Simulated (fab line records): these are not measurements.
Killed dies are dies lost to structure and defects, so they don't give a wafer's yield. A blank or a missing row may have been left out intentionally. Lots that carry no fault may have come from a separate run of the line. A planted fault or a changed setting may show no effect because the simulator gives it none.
Which tool did it? / flow nandHarc / 24 lots with 72 wafers sampled at 5 steps, on a route of 1302 steps

WHAT THE GAUGES READ, wafer by wafer
NHARC_P_ZERO_WELL_CD_MEAS_24: the cd target is 720 nm. Usual: cdNm at 719.7 nm, with a standard deviation of 1.8.
lot=L074; measured=day 1 22:28; on=cdSem-01; cdNm (nm)=719.6 720.2 718.7; flag=
lot=L075; measured=day 2 08:42; on=cdSem-01; cdNm (nm)=718.0 719.4 716.9; flag=
lot=L076; measured=day 2 18:33; on=cdSem-01; cdNm (nm)=719.2 719.1 717.5; flag=
lot=L077; measured=day 3 04:35; on=cdSem-01; cdNm (nm)=720.0 723.7 721.0; flag=
lot=L078; measured=day 3 14:38; on=cdSem-03; cdNm (nm)=715.6 717.8 719.7; flag=
lot=L079; measured=day 4 00:28; on=cdSem-02; cdNm (nm)=718.6 719.5 722.7; flag=
lot=L080; measured=day 4 10:23; on=cdSem-02; cdNm (nm)=721.8 719.8 718.7; flag=
lot=L081; measured=day 4 20:28; on=cdSem-01; cdNm (nm)=721.6 720.9 720.5; flag=
lot=L082; measured=day 5 06:41; on=cdSem-03; cdNm (nm)=718.7 718.2 718.9; flag=
lot=L083; measured=day 5 16:35; on=cdSem-02; cdNm (nm)=718.7 718.8 720.6; flag=
lot=L084; measured=day 6 02:43; on=cdSem-03; cdNm (nm)=719.9 722.4 722.3; flag=
lot=L085; measured=day 6 12:31; on=cdSem-02; cdNm (nm)=721.5 721.8 720.4; flag=
lot=L086; measured=day 6 22:36; on=cdSem-01; cdNm (nm)=716.6 720.1 717.4; flag=
lot=L087; measured=day 7 08:39; on=cdSem-03; cdNm (nm)=718.1 720.3 720.8; flag=
lot=L088; measured=day 7 18:37; on=cdSem-01; cdNm (nm)=720.3 720.8 718.8; flag=
lot=L089; measured=day 8 04:41; on=cdSem-01; cdNm (nm)=720.1 720.1 720.8; flag=
lot=L090; measured=day 8 14:44; on=cdSem-01; cdNm (nm)=720.4 722.4 723.7; flag=
lot=L091; measured=day 9 00:37; on=cdSem-03; cdNm (nm)=717.2 716.9 716.8; flag=
lot=L092; measured=day 9 10:35; on=cdSem-02; cdNm (nm)=717.5 717.6 718.8; flag=
lot=L093; measured=day 9 20:45; on=cdSem-03; cdNm (nm)=719.2 719.9 719.4; flag=
lot=L094; measured=day 10 06:35; on=cdSem-03; cdNm (nm)=717.0 716.0 718.9; flag=
lot=L095; measured=day 10 16:36; on=cdSem-02; cdNm (nm)=723.2 721.7 723.7; flag=
lot=L096; measured=day 11 03:04; on=cdSem-03; cdNm (nm)=721.9 718.6 719.0; flag=
lot=L097; measured=day 11 12:28; on=cdSem-01; cdNm (nm)=718.9 719.0 719.7; flag=

NHARC_P_STI_OVL_MEAS_10. Usual: overlayXNm 0 nm, standard deviation 5.6; overlayYNm 1 nm, standard deviation 4.7.
lot=L074; measured=day 2 18:46; on=overlay-01; overlayXNm (nm)=-1 -1 -1; overlayYNm (nm)=4 4 4; flag=
lot=L075; measured=day 3 07:05; on=overlay-01; overlayXNm (nm)=3 4 3; overlayYNm (nm)=7 6 7; flag=
lot=L076; measured=day 3 14:29; on=overlay-02; overlayXNm (nm)=-4 -4 -5; overlayYNm (nm)=7 7 8; flag=
lot=L077; measured=day 4 00:38; on=overlay-02; overlayXNm (nm)=-4 -4 -4; overlayYNm (nm)=2 2 2; flag=
lot=L078; measured=day 4 12:17; on=overlay-02; overlayXNm (nm)=-5 -5 -4; overlayYNm (nm)=-5 -6 -6; flag=
lot=L079; measured=day 5 00:58; on=overlay-02; overlayXNm (nm)=-8 -7 -7; overlayYNm (nm)=-5 -5 -5; flag=
lot=L080; measured=day 5 10:16; on=overlay-02; overlayXNm (nm)=14 13 13; overlayYNm (nm)=5 4 5; flag=
lot=L081; measured=day 5 16:17; on=overlay-01; overlayXNm (nm)=4 4 3; overlayYNm (nm)=8 8 8; flag=
lot=L082; measured=day 6 03:50; on=overlay-01; overlayXNm (nm)=7 7 7; overlayYNm (nm)=2 2 2; flag=
lot=L083; measured=day 6 14:38; on=overlay-01; overlayXNm (nm)=-12 -12 -12; overlayYNm (nm)=-10 -10 -9; flag=
lot=L084; measured=day 7 02:50; on=overlay-01; overlayXNm (nm)=-6 -6 -5; overlayYNm (nm)=5 4 5; flag=
lot=L085; measured=day 7 14:40; on=overlay-01; overlayXNm (nm)=2 2 2; overlayYNm (nm)=-1 -1 -1; flag=
lot=L086; measured=day 7 20:23; on=overlay-02; overlayXNm (nm)=5 5 5; overlayYNm (nm)=2 2 3; flag=
lot=L087; measured=day 8 04:53; on=overlay-01; overlayXNm (nm)=-5 -5 -6; overlayYNm (nm)=2 3 2; flag=
lot=L088; measured=day 8 18:14; on=overlay-01; overlayXNm (nm)=-1 -1 -1; overlayYNm (nm)=0 0 0; flag=
lot=L089; measured=day 9 01:34; on=overlay-01; overlayXNm (nm)=1 1 1; overlayYNm (nm)=-2 -1 -2; flag=
lot=L090; measured=day 9 10:27; on=overlay-01; overlayXNm (nm)=-7 -6 -6; overlayYNm (nm)=3 3 3; flag=
lot=L091; measured=day 9 20:45; on=overlay-02; overlayXNm (nm)=-1 -1 -1; overlayYNm (nm)=9 8 7; flag=
lot=L092; measured=day 10 06:59; on=overlay-01; overlayXNm (nm)=7 6 7; overlayYNm (nm)=2 2 2; flag=
lot=L093; measured=day 10 17:18; on=overlay-01; overlayXNm (nm)=7 7 7; overlayYNm (nm)=-9 -9 -9; flag=
lot=L094; measured=day 11 03:01; on=overlay-01; overlayXNm (nm)=1 1 1; overlayYNm (nm)=-2 -2 -2; flag=
lot=L095; measured=day 11 13:57; on=overlay-02; overlayXNm (nm)=-2 -2 -2; overlayYNm (nm)=3 2 2; flag=
lot=L096; measured=day 11 22:48; on=overlay-01; overlayXNm (nm)=0 0 0; overlayYNm (nm)=1 0 1; flag=
lot=L097; measured=day 12 09:56; on=overlay-01; overlayXNm (nm)=2 2 2; overlayYNm (nm)=2 2 1; flag=

NHARC_P_GATE_CD_MEAS_11: the cd target is 1640 nm. Usual: cdNm at 1640.1 nm, with a standard deviation of 1.3.
lot=L074; measured=day 4 05:44; on=cdSem-02; cdNm (nm)=1642.6 1640.9 1640.3; flag=
lot=L075; measured=day 4 22:28; on=cdSem-01; cdNm (nm)=1639.7 1641.5 1641.6; flag=
lot=L076; measured=day 5 02:02; on=cdSem-02; cdNm (nm)=1640.8 1639.8 1638.4; flag=
lot=L077; measured=day 5 16:08; on=cdSem-01; cdNm (nm)=1638.8 1637.2 1639.3; flag=
lot=L078; measured=day 6 07:34; on=cdSem-02; cdNm (nm)=1641.6 1640.3 1640.2; flag=
lot=L079; measured=day 6 20:10; on=cdSem-02; cdNm (nm)=1639.3 1639.9 1639.3; flag=
lot=L080; measured=day 6 20:20; on=cdSem-03; cdNm (nm)=1641.7 1640.0 1639.6; flag=
lot=L081; measured=day 7 06:57; on=cdSem-01; cdNm (nm)=1640.6 1641.2 1638.9; flag=
lot=L082; measured=day 8 00:49; on=cdSem-02; cdNm (nm)=1640.2 1640.3 1638.9; flag=
lot=L083; measured=day 8 05:55; on=cdSem-01; cdNm (nm)=1641.0 1640.6 1641.4; flag=
lot=L084; measured=day 8 17:54; on=cdSem-01; cdNm (nm)=1642.6 1639.8 1640.3; flag=
lot=L085; measured=day 9 07:34; on=cdSem-02; cdNm (nm)=1638.3 1639.2 1639.7; flag=
lot=L086; measured=day 9 07:43; on=cdSem-03; cdNm (nm)=1638.5 1639.1 1639.4; flag=
lot=L087; measured=day 9 15:07; on=cdSem-03; cdNm (nm)=1642.5 1638.2 1640.4; flag=
lot=L088; measured=day 10 10:07; on=cdSem-01; cdNm (nm)=1640.0 1639.7 1640.5; flag=
lot=L089; measured=day 10 09:56; on=cdSem-02; cdNm (nm)=1637.9 1638.1 1642.1; flag=
lot=L090; measured=day 10 22:23; on=cdSem-03; cdNm (nm)=1640.9 1639.2 1639.2; flag=
lot=L091; measured=day 11 10:30; on=cdSem-02; cdNm (nm)=1639.5 1641.4 1641.1; flag=
lot=L092; measured=day 11 23:16; on=cdSem-02; cdNm (nm)=1640.0 1639.8 1642.2; flag=
lot=L093; measured=day 12 05:29; on=cdSem-01; cdNm (nm)=1639.8 1639.8 1640.8; flag=
lot=L094; measured=day 12 19:49; on=cdSem-01; cdNm (nm)=1640.7 1639.8 1642.3; flag=
lot=L095; measured=day 12 23:31; on=cdSem-03; cdNm (nm)=1640.4 1640.5 1640.4; flag=
lot=L096; measured=day 13 10:51; on=cdSem-01; cdNm (nm)=1641.9 1640.3 1639.7; flag=
lot=L097; measured=day 13 22:05; on=cdSem-03; cdNm (nm)=1642.2 1641.5 1641.4; flag=

NHARC_P_GATE_CD_MEAS_33. Usual: cdNm at 119.9 nm, with a standard deviation of 2.3.
lot=L074; measured=day 4 21:44; on=cdSem-03; cdNm (nm)=121.1 120.7 121.7; flag=
lot=L075; measured=day 5 13:23; on=cdSem-02; cdNm (nm)=118.3 117.1 120.7; flag=
lot=L076; measured=day 5 17:13; on=cdSem-02; cdNm (nm)=117.5 121.0 120.5; flag=
lot=L077; measured=day 6 07:08; on=cdSem-02; cdNm (nm)=118.4 120.2 120.1; flag=
lot=L078; measured=day 6 22:50; on=cdSem-03; cdNm (nm)=117.9 117.3 120.0; flag=
lot=L079; measured=day 7 11:23; on=cdSem-02; cdNm (nm)=116.5 121.7 116.5; flag=
lot=L080; measured=day 7 11:07; on=cdSem-01; cdNm (nm)=118.8 118.9 121.0; flag=
lot=L081; measured=day 7 22:41; on=cdSem-02; cdNm (nm)=120.5 118.2 115.6; flag=
lot=L082; measured=day 8 15:55; on=cdSem-01; cdNm (nm)=123.7 121.4 121.6; flag=
lot=L083; measured=day 8 22:52; on=cdSem-01; cdNm (nm)=119.8 123.3 121.2; flag=
lot=L084; measured=day 9 10:32; on=cdSem-03; cdNm (nm)=121.1 121.5 115.7; flag=
lot=L085; measured=day 10 04:18; on=cdSem-02; cdNm (nm)=118.8 118.6 118.2; flag=
lot=L086; measured=day 10 04:56; on=cdSem-03; cdNm (nm)=121.1 120.9 122.1; flag=
lot=L087; measured=day 10 08:28; on=cdSem-02; cdNm (nm)=122.2 117.7 120.0; flag=
lot=L088; measured=day 11 03:52; on=cdSem-01; cdNm (nm)=114.7 116.9 120.9; flag=
lot=L089; measured=day 11 03:35; on=cdSem-03; cdNm (nm)=123.3 119.2 119.2; flag=
lot=L090; measured=day 11 18:38; on=cdSem-03; cdNm (nm)=117.6 116.8 118.9; flag=
lot=L091; measured=day 12 03:23; on=cdSem-02; cdNm (nm)=121.1 115.8 118.4; flag=
lot=L092; measured=day 12 15:23; on=cdSem-01; cdNm (nm)=115.9 123.0 121.1; flag=
lot=L093; measured=day 12 20:25; on=cdSem-03; cdNm (nm)=123.2 119.4 118.5; flag=
lot=L094; measured=day 13 13:38; on=cdSem-02; cdNm (nm)=125.5 123.6 124.8; flag=
lot=L095; measured=day 13 13:47; on=cdSem-02; cdNm (nm)=120.6 121.8 123.6; flag=
lot=L096; measured=day 14 05:25; on=cdSem-01; cdNm (nm)=117.6 117.4 118.8; flag=
lot=L097; measured=day 14 13:01; on=cdSem-03; cdNm (nm)=122.0 115.1 120.9; flag=

TOOL THAT RAN EACH LOT (tool first, then ch and the chambers of the sampled wafers, then the start)
lot=L074; NHARC_P_ZERO_WELL_DESCUM_13=rieDiel-12 ch 0,1,3, day 1 21:19
lot=L075; NHARC_P_ZERO_WELL_DESCUM_13=rieDiel-12 ch 1,2, day 2 07:28
lot=L076; NHARC_P_ZERO_WELL_DESCUM_13=rieDiel-01 ch 0,1,3, day 2 17:26
lot=L077; NHARC_P_ZERO_WELL_DESCUM_13=rieDiel-04 ch 0,2,3, day 3 03:25
lot=L078; NHARC_P_ZERO_WELL_DESCUM_13=rieDiel-04 ch 0,3, day 3 13:25
lot=L079; NHARC_P_ZERO_WELL_DESCUM_13=rieDiel-04 ch 0,1,3, day 3 23:24
lot=L080; NHARC_P_ZERO_WELL_DESCUM_13=rieDiel-04 ch 0,2,3, day 4 09:22
lot=L081; NHARC_P_ZERO_WELL_DESCUM_13=rieDiel-04 ch 2,3, day 4 19:24
lot=L082; NHARC_P_ZERO_WELL_DESCUM_13=rieDiel-12 ch 0,1, day 5 05:30
lot=L083; NHARC_P_ZERO_WELL_DESCUM_13=rieDiel-04 ch 0,1,2, day 5 15:23
lot=L084; NHARC_P_ZERO_WELL_DESCUM_13=rieDiel-01 ch 1,2,3, day 6 01:32
lot=L085; NHARC_P_ZERO_WELL_DESCUM_13=rieDiel-04 ch 1,3, day 6 11:17
lot=L086; NHARC_P_ZERO_WELL_DESCUM_13=rieDiel-04 ch 1,2, day 6 21:23
lot=L087; NHARC_P_ZERO_WELL_DESCUM_13=rieDiel-12 ch 0,1,2, day 7 07:29
lot=L088; NHARC_P_ZERO_WELL_DESCUM_13=rieDiel-12 ch 0,1,2, day 7 17:25
lot=L089; NHARC_P_ZERO_WELL_DESCUM_13=rieDiel-12 ch 0,2,3, day 8 03:28
lot=L090; NHARC_P_ZERO_WELL_DESCUM_13=rieDiel-01 ch 1,2,3, day 8 13:25
lot=L091; NHARC_P_ZERO_WELL_DESCUM_13=rieDiel-12 ch 1,2,3, day 8 23:26
lot=L092; NHARC_P_ZERO_WELL_DESCUM_13=rieDiel-01 ch 0,1,2, day 9 09:25
lot=L093; NHARC_P_ZERO_WELL_DESCUM_13=rieDiel-04 ch 0,2,3, day 9 19:25
lot=L094; NHARC_P_ZERO_WELL_DESCUM_13=rieDiel-12 ch 0,1, day 10 05:24
lot=L095; NHARC_P_ZERO_WELL_DESCUM_13=rieDiel-01 ch 0,1,3, day 10 15:24
lot=L096; NHARC_P_ZERO_WELL_DESCUM_13=rieDiel-01 ch 2,3, day 11 01:29
lot=L097; NHARC_P_ZERO_WELL_DESCUM_13=rieDiel-01 ch 0,2,3, day 11 11:25
- NHARC_P_ZERO_WELL_DESCUM_13: chemistry O2, time 3 s.

WHAT THE TOOLS THEMSELVES READ (means of the sampled wafers that have a number; where no wafer has one, the mark that the record gives instead)
NHARC_P_ZERO_WELL_DESCUM_13. Usual: drypumpMotorCurrentA 5.8 A, standard deviation 0.41; o2FlowSccm 200.0 sccm, standard deviation 0.6; oesProductAu 1.001 a.u., standard deviation 0.01; rfVppV 57.6 V, standard deviation 0.91; showerheadPlenumPTorr 1.89 Torr, standard deviation 0.097; throttleValvePct 11.312 %, standard deviation 0.0084.
lot=L074; tool=rieDiel-12; drypumpMotorCurrentA (A)=5.9; o2FlowSccm (sccm)=200.2; oesProductAu (a.u.)=1.004; rfVppV (V)=58.0; showerheadPlenumPTorr (Torr)=1.95; throttleValvePct (%)=11.311; flag=
lot=L075; tool=rieDiel-12; drypumpMotorCurrentA (A)=5.5; o2FlowSccm (sccm)=199.6; oesProductAu (a.u.)=1.002; rfVppV (V)=57.1; showerheadPlenumPTorr (Torr)=1.96; throttleValvePct (%)=11.304; flag=
lot=L076; tool=rieDiel-01; drypumpMotorCurrentA (A)=5.7; o2FlowSccm (sccm)=199.3; oesProductAu (a.u.)=0.996; rfVppV (V)=58.1; showerheadPlenumPTorr (Torr)=1.95; throttleValvePct (%)=11.318; flag=
lot=L077; tool=rieDiel-04; drypumpMotorCurrentA (A)=5.7; o2FlowSccm (sccm)=199.7; oesProductAu (a.u.)=1.004; rfVppV (V)=57.1; showerheadPlenumPTorr (Torr)=1.79; throttleValvePct (%)=11.310; flag=
lot=L078; tool=rieDiel-04; drypumpMotorCurrentA (A)=5.9; o2FlowSccm (sccm)=200.4; oesProductAu (a.u.)=1.007; rfVppV (V)=57.1; showerheadPlenumPTorr (Torr)=1.81; throttleValvePct (%)=11.315; flag=
lot=L079; tool=rieDiel-04; drypumpMotorCurrentA (A)=6.0; o2FlowSccm (sccm)=199.7; oesProductAu (a.u.)=1.009; rfVppV (V)=56.6; showerheadPlenumPTorr (Torr)=1.84; throttleValvePct (%)=11.313; flag=
lot=L080; tool=rieDiel-04; drypumpMotorCurrentA (A)=5.8; o2FlowSccm (sccm)=200.1; oesProductAu (a.u.)=1.002; rfVppV (V)=56.7; showerheadPlenumPTorr (Torr)=1.79; throttleValvePct (%)=11.308; flag=
lot=L081; tool=rieDiel-04; drypumpMotorCurrentA (A)=5.4; o2FlowSccm (sccm)=200.7; oesProductAu (a.u.)=0.998; rfVppV (V)=57.1; showerheadPlenumPTorr (Torr)=1.80; throttleValvePct (%)=11.312; flag=
lot=L082; tool=rieDiel-12; drypumpMotorCurrentA (A)=5.9; o2FlowSccm (sccm)=200.4; oesProductAu (a.u.)=1.001; rfVppV (V)=57.9; showerheadPlenumPTorr (Torr)=1.97; throttleValvePct (%)=11.307; flag=
lot=L083; tool=rieDiel-04; drypumpMotorCurrentA (A)=5.8; o2FlowSccm (sccm)=200.5; oesProductAu (a.u.)=1.008; rfVppV (V)=57.2; showerheadPlenumPTorr (Torr)=1.83; throttleValvePct (%)=11.312; flag=
lot=L084; tool=rieDiel-01; drypumpMotorCurrentA (A)=5.8; o2FlowSccm (sccm)=199.8; oesProductAu (a.u.)=0.994; rfVppV (V)=58.3; showerheadPlenumPTorr (Torr)=1.93; throttleValvePct (%)=11.309; flag=
lot=L085; tool=rieDiel-04; drypumpMotorCurrentA (A)=5.5; o2FlowSccm (sccm)=199.8; oesProductAu (a.u.)=0.990; rfVppV (V)=57.5; showerheadPlenumPTorr (Torr)=1.85; throttleValvePct (%)=11.312; flag=
lot=L086; tool=rieDiel-04; drypumpMotorCurrentA (A)=5.3; o2FlowSccm (sccm)=200.1; oesProductAu (a.u.)=1.012; rfVppV (V)=56.7; showerheadPlenumPTorr (Torr)=1.81; throttleValvePct (%)=11.306; flag=
lot=L087; tool=rieDiel-12; drypumpMotorCurrentA (A)=5.8; o2FlowSccm (sccm)=199.7; oesProductAu (a.u.)=1.001; rfVppV (V)=58.3; showerheadPlenumPTorr (Torr)=1.91; throttleValvePct (%)=11.321; flag=
lot=L088; tool=rieDiel-12; drypumpMotorCurrentA (A)=5.8; o2FlowSccm (sccm)=200.0; oesProductAu (a.u.)=1.000; rfVppV (V)=58.1; showerheadPlenumPTorr (Torr)=1.90; throttleValvePct (%)=11.314; flag=
lot=L089; tool=rieDiel-12; drypumpMotorCurrentA (A)=5.7; o2FlowSccm (sccm)=199.8; oesProductAu (a.u.)=1.004; rfVppV (V)=57.9; showerheadPlenumPTorr (Torr)=1.88; throttleValvePct (%)=11.313; flag=
lot=L090; tool=rieDiel-01; drypumpMotorCurrentA (A)=5.8; o2FlowSccm (sccm)=200.5; oesProductAu (a.u.)=0.989; rfVppV (V)=57.4; showerheadPlenumPTorr (Torr)=1.92; throttleValvePct (%)=11.318; flag=
lot=L091; tool=rieDiel-12; drypumpMotorCurrentA (A)=5.6; o2FlowSccm (sccm)=200.6; oesProductAu (a.u.)=0.999; rfVppV (V)=58.4; showerheadPlenumPTorr (Torr)=1.97; throttleValvePct (%)=11.307; flag=
lot=L092; tool=rieDiel-01; drypumpMotorCurrentA (A)=5.7; o2FlowSccm (sccm)=200.0; oesProductAu (a.u.)=1.002; rfVppV (V)=57.6; showerheadPlenumPTorr (Torr)=1.96; throttleValvePct (%)=11.306; flag=
lot=L093; tool=rieDiel-04; drypumpMotorCurrentA (A)=5.7; o2FlowSccm (sccm)=199.5; oesProductAu (a.u.)=1.009; rfVppV (V)=57.5; showerheadPlenumPTorr (Torr)=1.89; throttleValvePct (%)=11.310; flag=
lot=L094; tool=rieDiel-12; drypumpMotorCurrentA (A)=6.0; o2FlowSccm (sccm)=199.3; oesProductAu (a.u.)=0.988; rfVppV (V)=58.4; showerheadPlenumPTorr (Torr)=1.95; throttleValvePct (%)=11.322; flag=
lot=L095; tool=rieDiel-01; drypumpMotorCurrentA (A)=5.7; o2FlowSccm (sccm)=199.8; oesProductAu (a.u.)=0.994; rfVppV (V)=57.9; showerheadPlenumPTorr (Torr)=1.93; throttleValvePct (%)=11.308; flag=
lot=L096; tool=rieDiel-01; drypumpMotorCurrentA (A)=5.8; o2FlowSccm (sccm)=200.0; oesProductAu (a.u.)=0.997; rfVppV (V)=57.4; showerheadPlenumPTorr (Torr)=1.86; throttleValvePct (%)=11.315; flag=
lot=L097; tool=rieDiel-01; drypumpMotorCurrentA (A)=5.8; o2FlowSccm (sccm)=200.4; oesProductAu (a.u.)=0.991; rfVppV (V)=57.5; showerheadPlenumPTorr (Torr)=1.90; throttleValvePct (%)=11.316; flag=

THE ANSWER, worked out from the rows above alone
Rule: lot off if the mean of its wafers having a number is beyond 3 standard deviations from the usual mean. Also off: a lot with no number at a reading for which 4 or more lots have one. Any other lot the step has rows for is counted as sound. The gauges are gone through in route order, then the tools' own readings, and for those a lot's mean is taken as printed above. At the first step where some lot is off, the reading lying furthest off is the one used; lots without a number count as furthest.
None of the lots is off at any reading shown; this tells nothing.

WHAT WAS PUT IN BY THE SIMULATOR
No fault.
